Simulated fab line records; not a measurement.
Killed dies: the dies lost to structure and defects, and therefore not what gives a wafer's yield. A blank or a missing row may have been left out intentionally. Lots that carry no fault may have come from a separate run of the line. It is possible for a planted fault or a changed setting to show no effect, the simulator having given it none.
Which of the tools did it? -- flow n5 finfet -- 69 wafers from 23 lots sampled at 3 of the route's 1938 steps

## WHAT EACH GAUGE READ, for each wafer
N5_GATE_CUT_INSPECT_26: inspects for defects (darkfield). Usual: raw defect count reads 36 (standard deviation 15).
lot,measured,on,raw defect count,flag
L074,day 4 16:20,defect inspect-02,87 61 77,
L075,day 4 21:03,defect inspect-01,23 24 33,
L076,day 5 02:23,defect inspect-02,34 46 29,
L077,day 5 10:01,defect inspect-02,31 57 33,
L078,day 5 17:41,defect inspect-01,53 35 38,
L079,day 5 20:59,defect inspect-01,31 25 29,
L080,day 6 02:56,defect inspect-01,29 31 50,
L081,day 6 11:07,defect inspect-02,28 28 46,
L082,day 6 13:12,defect inspect-02,39 39 14,
L083,day 6 20:41,defect inspect-02,32 31 32,
L084,day 7 03:01,defect inspect-02,33 36 23,
L085,day 7 10:34,defect inspect-01,38 46 26,
L086,day 7 16:49,defect inspect-01,29 5 34,
L088,day 8 03:38,defect inspect-01,44 58 43,
L090,day 8 11:59,defect inspect-01,59 59 74,
L089,day 8 19:52,defect inspect-02,22 30 27,
L091,day 8 19:35,defect inspect-02,21 34 56,
L092,day 9 04:16,defect inspect-02,36 23 43,
L093,day 9 09:37,defect inspect-01,31 20 62,
L094,day 9 14:08,defect inspect-01,34 40 50,
L095,day 9 19:47,defect inspect-01,26 30 39,
L096,day 10 03:07,defect inspect-02,40 28 58,
L097,day 10 09:23,defect inspect-02,25 30 32,

## WHICH TOOL RAN EACH LOT (tool, then ch and the chambers of the sampled wafers, then the start)
lot,N5_GATE_CUT_ETCH_28,N5_GATE_CUT_ETCH_36
L074,"rie diel-01 ch 0,1,3, day 4 12:34","rie diel-01 ch 0,1,3, day 4 12:35"
L075,"rie diel-03 ch 0,1,2, day 4 16:45","rie diel-03 ch 0,1,2, day 4 16:46"
L076,"rie diel-01 ch 2,3, day 4 22:10","rie diel-01 ch 2,3, day 4 22:11"
L077,"rie diel-01 ch 1,2, day 5 06:41","rie diel-01 ch 1,2, day 5 06:42"
L078,"rie diel-03 ch 0,2, day 5 13:55","rie diel-03 ch 0,2, day 5 13:56"
L079,"rie diel-03 ch 2,3, day 5 17:40","rie diel-03 ch 2,3, day 5 17:41"
L080,"rie diel-03 ch 0,1,2, day 5 23:37","rie diel-03 ch 0,1,2, day 5 23:38"
L081,"rie diel-03 ch 1,2,3, day 6 07:47","rie diel-03 ch 1,2,3, day 6 07:49"
L082,"rie diel-01 ch 0,2,3, day 6 09:52","rie diel-01 ch 0,2,3, day 6 09:53"
L083,"rie diel-03 ch 0,3, day 6 16:46","rie diel-03 ch 0,3, day 6 16:47"
L084,"rie diel-05 ch 0,1,2, day 6 23:41","rie diel-05 ch 0,1,2, day 6 23:42"
L085,"rie diel-05 ch 0,1, day 7 07:14","rie diel-05 ch 0,1, day 7 07:15"
L086,"rie diel-01 ch 0,1,3, day 7 13:17","rie diel-01 ch 0,1,3, day 7 13:19"
L088,"rie diel-01 ch 0,1,2, day 8 00:11","rie diel-01 ch 0,1,2, day 8 00:11"
L090,"rie diel-03 ch 1,2, day 8 08:32","rie diel-03 ch 1,2, day 8 08:34"
L089,"rie diel-01 ch 0,2, day 8 08:59","rie diel-01 ch 0,2, day 8 09:01"
L091,"rie diel-03 ch 1,3, day 8 16:07","rie diel-03 ch 1,3, day 8 16:08"
L092,"rie diel-03 ch 1,2,3, day 9 00:56","rie diel-03 ch 1,2,3, day 9 00:57"
L093,"rie diel-01 ch 1,2,3, day 9 06:17","rie diel-01 ch 1,2,3, day 9 06:19"
L094,"rie diel-03 ch 0,1, day 9 10:49","rie diel-03 ch 0,1, day 9 10:50"
L095,"rie diel-05 ch 0,1,3, day 9 16:28","rie diel-05 ch 0,1,3, day 9 16:29"
L096,"rie diel-01 ch 0,1,2, day 9 23:30","rie diel-01 ch 0,1,2, day 9 23:31"
L097,"rie diel-03 ch 1,2,3, day 10 06:03","rie diel-03 ch 1,2,3, day 10 06:04"
- N5_GATE_CUT_ETCH_28: etches underlayer in N2/H2, target depth 13 nm, time 10.4 s.
- N5_GATE_CUT_ETCH_36: etches SiARC in CF4, target depth 13 nm, time 21.7 s.

## AS READ BY THE TOOLS THEMSELVES (means over the sampled wafers that have a number; for cases with no such wafer, the mark the record gives instead)
N5_GATE_CUT_ETCH_28. Usual: drypump motor current A 5.5 A, standard deviation 0.49; etch rf on time s 10.40 s, standard deviation 0.22; oes product au 0.67 a.u., standard deviation 0.071; rf vpp V 523.6 V, standard deviation 2.4; showerhead plenum p Torr 2.54 Torr, standard deviation 0.082; throttle valve pct 17.89 %, standard deviation 0.26.
lot,tool,drypump motor current A (A),etch rf on time s (s),oes product au (a.u.),rf vpp V (V),showerhead plenum p Torr (Torr),throttle valve pct (%),flag
L074,rie diel-01,5.4,10.29,0.72,523.6,2.55,17.87,
L075,rie diel-03,5.7,10.52,0.70,522.4,2.50,17.81,
L076,rie diel-01,5.1,10.47,0.61,522.9,2.50,18.21,
L077,rie diel-01,5.3,10.29,0.67,524.0,2.54,18.16,
L078,rie diel-03,5.4,10.53,0.65,522.4,2.47,17.71,
L079,rie diel-03,5.3,10.43,0.63,524.1,2.56,17.79,
L080,rie diel-03,5.7,10.40,0.70,523.1,2.50,17.82,
L081,rie diel-03,5.5,10.43,0.68,522.3,2.52,17.77,
L082,rie diel-01,5.1,10.34,0.66,522.3,2.52,18.12,
L083,rie diel-03,5.7,10.74,0.62,525.3,2.57,18.02,
L084,rie diel-05,6.1,10.24,0.70,524.8,2.58,17.61,
L085,rie diel-05,5.9,10.34,0.71,524.6,2.58,17.68,
L086,rie diel-01,5.3,10.43,0.69,523.2,2.54,17.91,
L088,rie diel-01,5.2,10.28,0.70,524.7,2.56,18.07,
L090,rie diel-03,5.8,10.37,0.73,522.3,2.48,17.78,
L089,rie diel-01,4.9,10.47,0.69,523.5,2.57,18.16,
L091,rie diel-03,5.6,10.42,0.66,525.7,2.58,17.91,
L092,rie diel-03,5.5,10.44,0.67,522.3,2.51,17.80,
L093,rie diel-01,5.4,10.34,0.64,523.3,2.51,18.04,
L094,rie diel-03,6.0,10.55,0.70,523.3,2.52,17.96,
L095,rie diel-05,5.8,10.26,0.65,523.3,2.55,17.64,
L096,rie diel-01,5.2,10.43,0.68,523.7,2.56,18.11,
L097,rie diel-03,5.5,10.53,0.65,522.3,2.51,17.83,

N5_GATE_CUT_ETCH_36. Usual: drypump motor current A 5.5 A, standard deviation 0.48; etch rf on time s 21.7 s, standard deviation 0.5; oes product au 0.68 a.u., standard deviation 0.072; rf vpp V 184.1 V, standard deviation 1.1; showerhead plenum p Torr 2.13 Torr, standard deviation 0.06; throttle valve pct 15.61 %, standard deviation 0.22.
lot,tool,drypump motor current A (A),etch rf on time s (s),oes product au (a.u.),rf vpp V (V),showerhead plenum p Torr (Torr),throttle valve pct (%),flag
L074,rie diel-01,5.4,21.3,0.73,183.8,2.14,15.51,
L075,rie diel-03,5.7,22.0,0.71,183.1,2.11,15.54,
L076,rie diel-01,5.1,21.8,0.61,184.3,2.10,15.92,
L077,rie diel-01,5.3,21.5,0.67,184.4,2.14,15.90,
L078,rie diel-03,5.3,21.9,0.66,183.0,2.10,15.64,
L079,rie diel-03,5.3,21.5,0.64,184.7,2.16,15.62,
L080,rie diel-03,5.7,21.8,0.70,183.7,2.10,15.56,
L081,rie diel-03,5.5,21.7,0.69,183.9,2.13,15.55,
L082,rie diel-01,5.1,21.6,0.66,183.7,2.11,15.74,
L083,rie diel-03,5.7,22.3,0.63,185.1,2.16,15.69,
L084,rie diel-05,6.2,21.2,0.70,184.4,2.16,15.33,
L085,rie diel-05,5.9,21.6,0.71,184.7,2.17,15.41,
L086,rie diel-01,5.3,21.0,0.71,184.8,2.13,15.55,
L088,rie diel-01,5.2,21.3,0.70,184.2,2.15,15.73,
L090,rie diel-03,5.7,21.8,0.73,183.3,2.08,15.49,
L089,rie diel-01,4.9,21.6,0.70,185.1,2.14,15.73,
L091,rie diel-03,5.6,21.6,0.66,184.2,2.16,15.57,
L092,rie diel-03,5.5,21.8,0.66,183.9,2.12,15.58,
L093,rie diel-01,5.4,21.6,0.64,183.4,2.11,15.80,
L094,rie diel-03,6.0,22.0,0.71,184.1,2.11,15.52,
L095,rie diel-05,5.8,21.6,0.66,184.8,2.15,15.46,
L096,rie diel-01,5.2,21.6,0.69,183.9,2.15,15.77,
L097,rie diel-03,5.5,22.0,0.66,183.7,2.12,15.61,

## THE ANSWER, worked out from the rows above alone
Rule: a lot counts as off when the mean over its wafers that have a number is more than 3 standard deviations away from the usual mean. A lot without any number at a reading at which 4 lots or more have one is off too. Any other lot the step has rows for is counted as sound. The gauges are gone through in route order, then the tools' own readings, and for those a lot's mean is taken as printed above. At the first step where some lot is off, the reading lying furthest off is the one used; lots without a number count as furthest.
None of the lots is off at any reading shown; this tells nothing.

## WHAT WAS PUT IN BY THE SIMULATOR
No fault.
